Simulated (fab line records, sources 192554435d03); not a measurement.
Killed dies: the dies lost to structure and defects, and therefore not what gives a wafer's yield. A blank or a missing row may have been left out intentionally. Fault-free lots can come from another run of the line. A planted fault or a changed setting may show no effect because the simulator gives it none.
fab line records	flow n5-finfet
record: lots: 6	wafers: 16	last-day: 16
route steps=1938 shown STI_FIN_REVEAL@184 BEOL_M4@1111 PASSIVATION@1936
lots that met no fault: from a run of the same line without faults
start-h: hours from the record's first day to the start of the lot's first wafer shown	wait-h: time in hours since the lot's previous step	" the same as in the row above	L1.1+2: one row covering several wafers at once	- no value, or no start given	* or withheld: withheld	< > ~ a bound
route shown NAME@n: names a module that has steps shown in the file, with the first one's number in the route	usual: mean/standard deviation taken from wafers without a fault	same: alike in all rows	chamber/n: place in a boat	sites: per-site readings	_std_site: the standard deviation of these	_edge_site: inner sites' mean taken away from outer sites' mean	radius-mm: how far each site lies from the wafer's centre	mask NAME#n: copy n	behind: the tool/chamber that last shaped the wafer	hold: why the lot was held/for how many hours/how that ended	device: which transistor (n, p or np) failed to switch	end of line: at the end of the route, the tests of the same wafers	step lacking rows: just its recipe	killed: count of dies lost to structure and defects at first sort (not the wafer's yield)	map: shows each die of a wafer: x if killed, . if not, _ if none is there
set.NAME: the run value of the setting; set.NAME@STEP: its run value at that earlier step	model.NAME: the simulator's own value behind a step, which no gauge read
lots at selected steps of the route; one table per step, one row per wafer
services: when a tool's chamber went out of use (start-h, in hours from the record's first day, below 0 if earlier), for how many hours, and the reason
== steps ==
step: N5_STI_FIN_REVEAL_ALD_14
recipe: material: Si3N4	target-thk-a: 30	temp-c: 400	ald-precursor-family: SiH2I2	ald-co-reactant: N2/H2-plasma	pressure-torr: 2
usual: heater-power-w: 826/78
lot.wafer	tool	chamber	start-h	wait-h	heater-power-w
L873.3	ald-sin-03	0	41.28	0.0	782
L873.5	"	3	"	"	929
L873.6	"	0	"	"	791
L882.2	ald-sin-02	0	95.29	0.0	804
L882.4	"	2	"	"	775
L882.6	"	3	"	"	717
L885.4	ald-sin-02	2	115.85	0.0	772
L885.5	"	0	"	"	802
L886.2	ald-sin-03	0	119.43	0.0	789
L886.5	"	0	"	"	780
L890.2	ald-sin-01	0	142.03	0.0	1005
L890.3	"	1	"	"	731
L890.4	"	2	"	"	844
L892.2	ald-sin-02	0	154.56	0.0	803
L892.4	"	2	"	"	764
L892.6	"	1	"	"	933
step: N5_STI_FIN_REVEAL_FCVD_FILL_01
recipe: material: SiO2_flowable	target-thk-a: 3120	temp-c: 100	pressure-torr: 0.8	rf-w: 2000	time-s: 512.2
step: N5_STI_FIN_REVEAL_DENSIFY_02
recipe: temp-c: 650	ambient: steam	time-s: 1800	idle-temp-c: 400	densification-p-h2o-torr: 640
step: N5_STI_FIN_REVEAL_CMP_04
recipe: stop-on: Si3N4	t-overpolish-s: 4	down-force-psi: 2	platen-rpm: 54.18	post-cmp-clean: alkaline-brush	pad-velocity-m-s: 1.078	target-thk-nm: 131.83
step: N5_STI_FIN_REVEAL_THK_MEAS_05
usual: thk-nm: 131.5/1.4
lot.wafer	tool	chamber	start-h	wait-h	thk-nm
L873.3	film-metro-01	-	46.62	-	130.2
L873.5	"	-	"	"	131.2
L873.6	"	-	"	"	131.1
L882.2	film-metro-01	-	100.63	-	130.3
L882.4	"	-	"	"	130.3
L882.6	"	-	"	"	131.3
L885.4	film-metro-02	-	121.18	-	132.8
L885.5	"	-	"	"	134.2
L886.2	film-metro-01	-	124.77	-	133.4
L886.5	"	-	"	"	133.1
L890.2	film-metro-01	-	147.36	-	130.4
L890.3	"	-	"	"	130.3
L890.4	"	-	"	"	130.1
L892.2	film-metro-01	-	160.04	-	131.4
L892.4	"	-	"	"	131.0
L892.6	"	-	"	"	130.8
step: N5_STI_FIN_REVEAL_DENSIFY_30
recipe: temp-c: *	time-s: *	ambient: N2	idle-temp-c: 600	ramp-up-c-per-s: 150	ramp-down-c-per-s: 60	cool-to-c: 600
usual: lamp-power-pct: 11.53/0.057	lamp_zone_7_pct: 11.967/0.019	wafer_temp_C_max: *
lot.wafer	tool	chamber	start-h	wait-h	lamp-power-pct	lamp_zone_7_pct	wafer_temp_C_max
L873.3	rtp-anneal-01	0	46.71	0.1	11.39	11.962	*
L873.5	"	0	"	"	11.56	11.951	*
L873.6	"	0	"	"	11.50	11.965	*
L882.2	rtp-anneal-01	0	100.69	0.1	11.52	11.993	*
L882.4	"	0	"	"	11.53	11.991	*
L882.6	"	0	"	"	11.51	11.980	*
L885.4	rtp-anneal-01	0	121.30	0.1	11.55	11.932	*
L885.5	"	0	"	"	11.48	11.953	*
L886.2	rtp-anneal-02	0	124.99	0.2	11.51	11.997	*
L886.5	"	0	"	"	11.52	12.006	*
L890.2	rtp-anneal-01	0	147.53	0.2	11.49	11.992	*
L890.3	"	0	"	"	11.40	11.987	*
L890.4	"	0	"	"	11.59	11.956	*
L892.2	rtp-anneal-02	0	160.10	0.1	11.46	11.933	*
L892.4	"	0	"	"	11.48	11.979	*
L892.6	"	0	"	"	11.62	11.983	*
step: N5_STI_FIN_REVEAL_ETCHBACK_08
recipe: chemistry: C4F6/O2	target: SiO2	target-depth-a: 305	time-s: 10.167	ion-energy-ev: 250	pressure-mtorr: 30	source-w: 345	bias-w: 185	Ar_flow_sccm: 300	C4F6_flow_sccm: 10	O2_flow_sccm: 10
usual: drypump-motor-current-A: 5.7/0.46	mfc-ar-sccm: 300.2/1	oes-product-au: 0.82/0.098	rf-vpp-V: 675/17	showerhead-plenum-p-Torr: 2.90/0.12	throttle-valve-pct: 21.20/0.23
lot.wafer	tool	chamber	start-h	wait-h	drypump-motor-current-A	mfc-ar-sccm	oes-product-au	rf-hours-counter-h	rf-vpp-V	showerhead-plenum-p-Torr	throttle-valve-pct
L873.3	rie-diel-03	3	46.86	0.1	5.6	300.1	0.72	158	701	2.96	21.59
L873.5	"	2	"	"	6.0	299.8	0.82	-	668	2.75	21.05
L873.6	"	3	"	"	5.6	301.5	0.71	-	700	2.96	21.59
L882.2	rie-diel-04	0	100.87	0.2	5.5	302.2	0.93	12	666	3.05	21.25
L882.4	"	2	"	"	5.1	298.4	0.88	38	682	3.03	21.06
L882.6	"	2	"	"	5.1	300.4	0.88	-	684	3.03	21.04
L885.4	rie-diel-04	2	121.44	0.1	5.1	301.0	0.86	45	684	3.03	21.07
L885.5	"	3	"	"	5.0	298.0	0.73	-	655	2.73	21.28
L886.2	rie-diel-01	0	125.17	0.2	6.5	302.5	0.87	49	666	2.92	21.07
L886.5	"	0	"	"	6.5	301.9	0.85	-	667	2.92	21.06
L890.2	rie-diel-03	1	147.77	0.2	5.2	299.5	0.92	42	689	3.03	20.95
L890.3	"	0	"	"	6.3	299.2	0.72	170	671	2.94	21.37
L890.4	"	2	"	"	6.0	298.5	0.80	135	670	2.74	21.11
L892.2	rie-diel-03	1	160.29	0.2	5.2	300.3	0.90	46	688	3.02	20.95
L892.4	"	1	"	"	5.2	300.7	0.90	-	687	3.02	20.94
L892.6	"	3	"	"	5.6	300.4	0.70	-	699	2.94	21.64
step: N5_STI_FIN_REVEAL_STRIP_24
recipe: chemistry: N2/H2	time-s: 90	power-w: 100	temp-c: 40	pressure-mtorr: 100	rf-frequency-hz: 6e+07	bias-power-w: 3	n2-flow-sccm: 300	h2-flow-sccm: 300
step: N5_STI_FIN_REVEAL_PRECLEAN_25
recipe: chemistry: SPM	time-s: 90	temp-c: 120	mix: 4:1
step: N5_STI_FIN_REVEAL_PRECLEAN_26
recipe: chemistry: SC1	time-s: 45	temp-c: 46	mix: 1:2:100
step: N5_STI_FIN_REVEAL_PRECLEAN_29
recipe: chemistry: DHF	time-s: 30	temp-c: 25	dilution: 300:1
step: N5_STI_FIN_REVEAL_SRD_12
recipe: time-s: 30	temp-c: 23	rinse-liquid: diw	dry: ipa-marangoni
step: N5_STI_FIN_REVEAL_RECESS_09
recipe: chemistry: HF/NH3	target: SiO2	afs-cycles: 11	target-depth-a: 425	temp-c: 30	sublimation-temp-c: 180	sublimation-time-s: 60
usual: drypump-motor-current-A: 5.4/0.38	sublimation-temp-c: 179.99/0.16
lot.wafer	tool	chamber	start-h	wait-h	drypump-motor-current-A	sublimation-temp-c
L873.3	vapor-etch-01	1	47.64	0.6	5.9	179.78
L873.5	"	1	"	"	5.9	179.85
L873.6	"	0	"	"	5.4	180.13
L882.2	vapor-etch-02	0	101.12	0.0	5.2	179.98
L882.4	"	0	"	"	5.2	180.04
L882.6	"	1	"	"	4.9	179.75
L885.4	vapor-etch-01	1	122.22	0.6	5.9	179.99
L885.5	"	0	"	"	5.4	180.15
L886.2	vapor-etch-01	1	125.42	0.0	5.9	180.32
L886.5	"	0	126.48	1.1	5.4	179.98
L890.2	vapor-etch-02	0	148.02	0.0	5.2	179.86
L890.3	"	0	"	"	5.2	179.87
L890.4	"	1	"	"	4.9	179.96
L892.2	vapor-etch-02	1	160.54	0.0	5.0	180.16
L892.4	"	0	"	"	5.2	180.01
L892.6	"	1	"	"	4.9	180.00
step: N5_STI_FIN_REVEAL_STRIP_16
recipe: chemistry: H3PO4	material: SiNx	temp-c: 165	target-depth-a: 238	overetch-fraction: 0.4964	dry: ipa-marangoni
step: N5_STI_FIN_REVEAL_PRECLEAN_17
recipe: chemistry: NF3:NH3	afs-cycles: 1	temp-c: 30	time-s: 20	sublimation-temp-c: 180	sublimation-time-s: 60	pressure-torr: 3	rf-power-w: 30
step: N5_STI_FIN_REVEAL_ETCH_34
recipe: chemistry: H2	mode: isotropic	material: Si	target: Si	target-depth-a: 9.7	temp-c: 20	pressure-mtorr: 4.5	icp-w: 300	bias-w: 0	h2-flow-sccm: 7.5	he-flow-sccm: 142.5
usual: drypump-motor-current-A: 5.8/0.49	oes-product-au: 1.000/0.02	throttle-valve-pct: 26.0/0.64
lot.wafer	tool	chamber	start-h	wait-h	drypump-motor-current-A	oes-product-au	rf-hours-counter-h	throttle-valve-pct
L873.3	rie-si-05	0	49.44	0.1	5.8	1.009	66	25.9
L873.5	"	1	"	"	5.5	1.000	-	26.2
L873.6	"	2	"	"	4.8	0.962	-	25.8
L882.2	rie-si-02	3	103.22	0.1	5.9	1.017	75	26.3
L882.4	"	2	"	"	6.0	0.977	8	24.7
L882.6	"	3	"	"	5.8	1.014	-	26.3
L885.4	rie-si-01	3	123.79	0.1	5.3	1.018	87	25.3
L885.5	"	1	"	"	6.3	1.013	-	25.6
L886.2	rie-si-01	0	127.57	0.1	6.0	0.989	160	25.7
L886.5	"	2	"	"	5.3	1.011	-	26.3
L890.2	rie-si-01	1	150.11	0.1	6.3	1.006	67	25.6
L890.3	"	3	"	"	5.3	1.007	87	25.3
L890.4	"	2	"	"	5.4	1.008	81	26.3
L892.2	rie-si-05	2	162.65	0.1	4.8	0.978	74	25.8
L892.4	"	0	"	"	5.8	1.017	68	25.9
L892.6	"	3	"	"	6.5	0.966	-	27.5
step: N5_STI_FIN_REVEAL_OXIDATION_31
recipe: chemistry: O2_PLASMA_REMOTE	temp-c: 150	time-s: 20	pressure-mtorr: 1000	source-power-w: 2000	o2-flow-sccm: 3000
usual: drypump-motor-current-A: 5.9/0.42	heater-power-w: 140/13
lot.wafer	tool	chamber	start-h	wait-h	drypump-motor-current-A	heater-power-w	rf-hours-counter-h
L873.3	plasma-asher-02	1	49.52	0.1	5.5	156	-
L873.5	"	0	"	"	6.0	158	-
L873.6	"	1	"	"	5.5	160	-
L882.2	plasma-asher-01	1	103.28	0.0	6.5	124	40
L882.4	"	1	"	"	6.5	125	-
L882.6	"	1	"	"	6.5	122	-
L885.4	plasma-asher-01	0	123.87	0.1	5.6	130	-
L885.5	"	1	"	"	6.5	125	-
L886.2	plasma-asher-02	0	127.63	0.0	6.0	153	108
L886.5	"	0	"	"	6.0	152	-
L890.2	plasma-asher-02	0	150.17	0.0	6.0	152	112
L890.3	"	1	"	"	5.6	156	-
L890.4	"	0	"	"	6.0	157	-
L892.2	plasma-asher-01	1	162.71	0.0	6.5	125	53
L892.4	"	0	"	"	5.5	133	-
L892.6	"	1	"	"	6.5	121	-
step: N5_STI_FIN_REVEAL_PRECLEAN_32
recipe: chemistry: NF3:NH3	afs-cycles: 1	temp-c: 30	time-s: 20	sublimation-temp-c: 180	sublimation-time-s: 60	pressure-torr: 3	rf-power-w: 30
step: N5_STI_FIN_REVEAL_STRIP_35
recipe: chemistry: H3PO4	material: Si3N4	temp-c: 165	target-depth-a: 40	time-s: 39
step: N5_STI_FIN_REVEAL_SRD_21
recipe: dry: ipa-marangoni	time-s: 30	temp-c: 23	rinse-liquid: diw
step: N5_STI_FIN_REVEAL_OXIDATION_33
recipe: chemistry: O2_PLASMA_REMOTE	temp-c: 150	time-s: 20	pressure-mtorr: 1000	source-power-w: 2000	o2-flow-sccm: 3000
step: N5_STI_FIN_REVEAL_CLEAN_19
recipe: chemistry: O3/DIW	temp-c: 25	time-s: 120	o3-ppm: 10
step: N5_STI_FIN_REVEAL_SRD_23
recipe: dry: ipa-marangoni	time-s: 30	temp-c: 23	rinse-liquid: diw
step: N5_STI_FIN_REVEAL_CD_MEAS_22
recipe: target-cd-nm: 6.238	pitch-nm: 28	polarity: line
usual: cd-nm: 6.3/0.31
lot.wafer	tool	chamber	start-h	wait-h	cd-nm
L873.3	cd-sem-03	-	50.05	0.0	7.1
L873.5	"	-	"	"	5.6
L873.6	"	-	"	"	6.5
L882.2	cd-sem-01	-	104.09	0.0	6.1
L882.4	"	-	"	"	6.4
L882.6	"	-	"	"	5.8
L885.4	cd-sem-02	-	124.37	0.0	6.7
L885.5	"	-	"	"	6.1
L886.2	cd-sem-02	-	128.15	0.0	6.3
L886.5	"	-	"	"	6.6
L890.2	cd-sem-01	-	150.70	0.0	6.1
L890.3	"	-	"	"	6.1
L890.4	"	-	"	"	6.3
L892.2	cd-sem-01	-	163.23	0.0	6.1
L892.4	"	-	"	"	5.4
L892.6	"	-	"	"	6.3
step: N5_STI_FIN_REVEAL_FIN_H_MEAS_10
usual: trench-depth-nm: 52.5/1
lot.wafer	tool	chamber	start-h	wait-h	trench-depth-nm
L873.3	ocd-02	-	50.08	0.0	51.6
L873.5	"	-	"	"	53.0
L873.6	"	-	"	"	52.0
L882.2	ocd-02	-	104.12	0.0	52.0
L882.4	"	-	"	"	52.8
L882.6	"	-	"	"	53.8
L885.4	ocd-02	-	124.40	0.0	56.7
L885.5	"	-	"	"	55.7
L886.2	ocd-02	-	128.18	0.0	52.8
L886.5	"	-	"	"	55.8
L890.2	ocd-01	-	150.73	0.0	53.7
L890.3	"	-	"	"	50.2
L890.4	"	-	"	"	52.3
L892.2	ocd-01	-	163.26	0.0	53.8
L892.4	"	-	"	"	53.5
L892.6	"	-	"	"	51.8
step: N5_STI_FIN_REVEAL_PRECLEAN_18
recipe: chemistry: SC2	time-s: 45	temp-c: 35	mix: 1:1:50
step: N5_BEOL_M4_RC_MEAS_101
usual: DIBL_N: 36.7/2.4	DIBL_P: 37.4/2.9	IOFF_N: 0.18/0.05	IOFF_P: 0.23/0.058	ION_N: 683/16	ION_P: 467/11	SS_N: 71.7/0.77	SS_P: 73.5/0.87	VT_N: 249/4.3	VT_P: -250/4.4
lot.wafer	tool	chamber	start-h	wait-h	DIBL_N[mV/V]	DIBL_P[mV/V]	IOFF_N[nA/um]	IOFF_P[nA/um]	ION_N[uA/um]	ION_P[uA/um]	SS_N[mV/dec]	SS_P[mV/dec]	VT_N[mV]	VT_P[mV]
L873.3	prober-01	0	173.56	0.3	40.5	39.3	0.25	0.24	689	462	72.2	73.7	243	-251
L873.5	"	0	"	"	34.7	33.2	0.11	0.15	654	450	70.8	72.2	258	-257
L873.6	"	0	"	"	41.1	41.3	0.24	0.27	692	461	72.6	74.0	247	-250
L882.2	prober-01	0	227.88	0.2	34.2	33.1	0.12	0.16	663	450	70.7	71.7	252	-256
L882.4	"	0	"	"	41.9	42.7	0.29	0.32	713	482	72.8	75.6	244	-245
L882.6	"	0	"	"	38.9	40.5	0.22	0.27	702	475	72.2	73.4	242	-251
L886.2	prober-01	0	251.63	0.2	39.5	40.5	0.26	0.28	701	471	72.4	74.9	245	-247
L886.5	"	0	"	"	36.0	36.8	0.20	0.22	730	481	71.3	73.3	244	-251
L885.4	prober-02	0	251.88	0.5	33.4	34.4	0.14	0.20	713	494	70.6	72.0	246	-248
L885.5	"	0	"	"	35.5	35.9	0.15	0.21	716	498	70.4	73.4	245	-246
L890.2	prober-01	0	278.30	0.2	32.3	32.5	0.12	0.17	680	467	70.5	72.4	251	-250
L890.3	"	0	"	"	36.7	37.5	0.19	0.24	672	453	72.3	73.9	246	-246
L890.4	"	0	"	"	36.2	38.1	0.20	0.26	699	479	72.0	73.8	244	-247
L892.2	prober-01	0	295.50	0.2	36.4	37.8	0.18	0.19	705	469	71.8	72.7	247	-258
L892.4	"	0	"	"	35.4	36.3	0.16	0.17	694	462	71.7	73.0	248	-256
L892.6	"	0	"	"	38.5	39.9	0.22	0.22	690	457	72.8	73.3	248	-254
step: N5_PASSIVATION_PROBE_49
usual: defect-limited-yield: 91.4/1.6	killed_at_M0_to_M3: 31/11	killed_at_M4_up: 14/5.7	killed-at-contacts: 12/6	killed-at-front-end: 41/13	killed-at-other: 3.3/2.8	killed-dies: 101/19	killed-on-rim: 13/3.9	killed-open: 67/14	killed-short: 33/8.2	sort_bin_4_leakage: 0.0/0.37	sort_bin_5_function: 5.0/1.1	sort_bin_6_memory: 3.3/0.74	sort-n-pass: 1078/20	sort-yield-pct: 91.3/1.7
same: gross-dies: 1180	killed-at-back-side: 0	sort_bin_8_speed[%]: 0
lot.wafer	tool	chamber	start-h	wait-h	defect-limited-yield[%]	killed_at_M0_to_M3	killed_at_M4_up	killed-at-contacts	killed-at-front-end	killed-at-other	killed-dies	killed-on-rim	killed-open	killed-short	sort_bin_4_leakage[%]	sort_bin_5_function[%]	sort_bin_6_memory[%]	sort-n-pass	sort-yield-pct[%]
L873.3	prober-02	-	272.14	0.1	89.9	40	12	14	44	9	119	9	70	46	0	5.8	4.0	1061	89.9
L873.5	prober-02	-	272.24	0.2	91.3	39	12	11	38	3	103	18	60	41	0	5.3	3.3	1077	91.3
L873.6	prober-02	-	272.29	0.3	92.1	28	5	7	49	4	93	15	59	31	0	5.3	2.5	1087	92.1
L882.2	prober-02	-	328.50	0.1	90.1	70	13	14	16	4	117	14	82	33	0	5.9	3.9	1063	90.1
L882.4	prober-02	-	328.60	0.2	90.4	48	18	20	25	2	113	17	80	30	0.3	5.4	3.7	1064	90.2
L882.6	prober-02	-	328.70	0.3	91.5	45	15	21	17	2	100	13	65	33	0	5.1	3.0	1080	91.5
L885.4	prober-02	-	360.41	0.2	90.8	24	27	10	37	10	108	17	67	39	0	5.0	3.8	1072	90.8
L885.5	prober-02	-	360.46	0.2	91.1	35	20	13	32	5	105	16	65	38	0	5.3	3.3	1075	91.1
L892.2	prober-01	-	394.67	0.1	91.4	27	19	14	38	3	101	12	71	30	0	4.3	4.0	1079	91.4
L892.4	prober-01	-	394.77	0.2	89.7	29	20	24	49	0	122	19	82	39	0	5.8	4.4	1058	89.7
L892.6	prober-01	-	394.87	0.3	90.8	21	21	16	51	0	109	12	72	37	0	5.5	3.2	1071	90.8
killed by level:class
L873.3 MOL_CONTACT_COAG:geometric-particle:open=11 BEOL_M0_SAQP:geometric-particle:short=10 BEOL_M2:geometric-particle:open=10 FIN_SAQP:geometric-particle:open=9 FIN_SAQP:geometric-particle:short=9 BEOL_M1:geometric-particle:open=6 BEOL_M5:geometric-particle:open=5 GATE_CUT:geometric-particle:short=4
L873.5 BEOL_M2:geometric-particle:open=14 FIN_SAQP:geometric-particle:short=9 MOL_CONTACT_COAG:geometric-particle:open=8 FIN_SAQP:geometric-particle:open=6 BEOL_M0_SAQP:geometric-particle:short=6 BEOL_M4:geometric-particle:open=6 BEOL_M0:geometric-particle:short=5 BEOL_M2:geometric-particle:short=5
L873.6 FIN_SAQP:geometric-particle:open=13 FIN_SAQP:geometric-particle:short=10 BEOL_M2:geometric-particle:open=9 BEOL_M0:geometric-particle:open=7 GATE_CUT:geometric-particle:short=6 DUMMY_GATE:geometric-particle:open=5 MOL_CONTACT_COAG:geometric-particle:open=5 BEOL_M1:geometric-particle:open=4
L882.2 BEOL_M2:geometric-particle:open=23 BEOL_M3:geometric-particle:open=15 MOL_CONTACT_COAG:geometric-particle:open=12 BEOL_M1:geometric-particle:open=11 BEOL_M3:geometric-particle:short=6 BEOL_M2:geometric-particle:short=6 GATE_CUT:geometric-particle:short=5 BEOL_M7:geometric-particle:open=4
L882.4 MOL_CONTACT_COAG:geometric-particle:open=18 BEOL_M1:geometric-particle:open=12 BEOL_M2:geometric-particle:open=9 BEOL_M3:geometric-particle:short=9 FIN_SAQP:geometric-particle:open=5 STI_FIN_REVEAL:geometric-particle:open=5 BEOL_M2:geometric-particle:short=5 BEOL_M7:geometric-particle:open=5
L882.6 MOL_CONTACT_COAG:geometric-particle:open=16 BEOL_M3:geometric-particle:open=10 BEOL_M2:geometric-particle:open=9 BEOL_M0_SAQP:geometric-particle:open=6 MOL_CONTACT_COAG:geometric-particle:short=5 BEOL_M0_SAQP:geometric-particle:short=5 BEOL_M1:geometric-particle:open=5 BEOL_M4:geometric-particle:open=5
L885.4 BEOL_M4:geometric-particle:open=11 MOL_CONTACT_COAG:geometric-particle:open=9 BEOL_M0_SAQP:geometric-particle:short=7 FIN_SAQP:geometric-particle:open=6 SPACER0:geometric-particle:open=5 BEOL_M4:geometric-particle:short=5 DUMMY_GATE:geometric-particle:open=4 BEOL_M2:geometric-particle:short=4
L885.5 BEOL_M0_SAQP:geometric-particle:short=10 MOL_CONTACT_COAG:geometric-particle:open=8 BEOL_M0_SAQP:geometric-particle:open=7 BEOL_M4:geometric-particle:open=6 FIN_SAQP:geometric-particle:open=5 BEOL_M3:geometric-particle:open=5 SPACER0:geometric-particle:short=5 MOL_CONTACT_COAG:geometric-particle:short=5
L892.2 FIN_SAQP:geometric-particle:open=14 MOL_CONTACT_COAG:geometric-particle:open=13 FIN_SAQP:geometric-particle:short=9 BEOL_M0_SAQP:geometric-particle:open=8 BEOL_M4:geometric-particle:open=8 DUMMY_GATE:geometric-particle:open=7 BEOL_M0_SAQP:geometric-particle:short=7 BEOL_M2:geometric-particle:open=4
L892.4 STI_FIN_REVEAL:geometric-particle:open=20 MOL_CONTACT_COAG:geometric-particle:open=20 FIN_SAQP:geometric-particle:short=12 BEOL_M4:geometric-particle:open=6 BEOL_M0_SAQP:geometric-particle:short=6 BEOL_M2:geometric-particle:open=5 MOL_CONTACT_COAG:geometric-particle:short=4 BEOL_M0_SAQP:geometric-particle:open=4
L892.6 MOL_CONTACT_COAG:geometric-particle:open=16 STI_FIN_REVEAL:geometric-particle:open=15 FIN_SAQP:geometric-particle:short=11 BEOL_M4:geometric-particle:open=11 FIN_SAQP:geometric-particle:open=7 STI_FIN_REVEAL:geometric-particle:short=6 BEOL_M0_SAQP:geometric-particle:open=6 BEOL_M4:geometric-particle:short=6
== services ==
tool	chamber	start-h	hours	kind
plasma-asher-01	-	35.16	4.1	repair
rie-diel-04	3	36.00	5.1	repair
rie-si-02	-	41.58	2.8	pm
rie-si-01	1	42.02	3.6	repair
rie-diel-04	0	48.31	-	clean
rie-diel-04	0	48.31	-	consumable-replace:focus-ring
rie-diel-04	0	48.31	-	consumable-replace:showerhead
rie-diel-04	0	48.31	23.4	scheduled-down
rie-diel-04	0	48.31	23.4	vent-cycle
ald-sin-02	3	53.36	14.6	repair
rtp-anneal-02	-	53.43	4.3	pm
rie-diel-03	3	53.73	7.9	repair
rie-si-01	0	53.77	3.4	repair
rie-si-05	2	62.70	5.8	repair
rie-diel-04	1	71.81	-	clean
rie-diel-04	1	71.81	-	consumable-replace:focus-ring
rie-diel-04	1	71.81	14.5	scheduled-down
rie-diel-04	1	71.81	14.5	vent-cycle
vapor-etch-02	-	87.14	2.2	repair
plasma-asher-02	-	98.70	0.7	repair
rie-diel-01	1	119.12	7.1	repair
rie-diel-01	2	133.21	-	clean
ald-sin-02	-	157.23	6.1	pm
rie-diel-03	0	159.33	1.3	repair
== key ==
first-sign: step: N5_STI_FIN_REVEAL_FIN_H_MEAS_10	reading: trench-depth-nm	direction: up	sigmas: 3.4	usual: 52.5	struck: 56.1
effect: step: N5_BEOL_M4_RC_MEAS_101	reading: ION_P	direction: up	sigmas: 2.3	usual: 467	struck: 491	wafers-moved: 2
effect: step: N5_BEOL_M4_RC_MEAS_101	reading: ION_N	direction: up	sigmas: 2.3	usual: 683	struck: 719	wafers-moved: 2
met-at N5_STI_FIN_REVEAL_RECESS_09
struck-wafers L885.4,L885.5,L886.5
onset-between 47.64 122.22
fault: kind: process-parameter-drift	tool: vapor-etch-01	chamber: -	onset-h: 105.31	steps: N5_STI_FIN_REVEAL_RECESS_09	channel: target-depth-a	offset: 33.675	shape: step	end-h: 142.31	scope: struck-wafers-only	acts-in: these-recipes-only	stated: 425
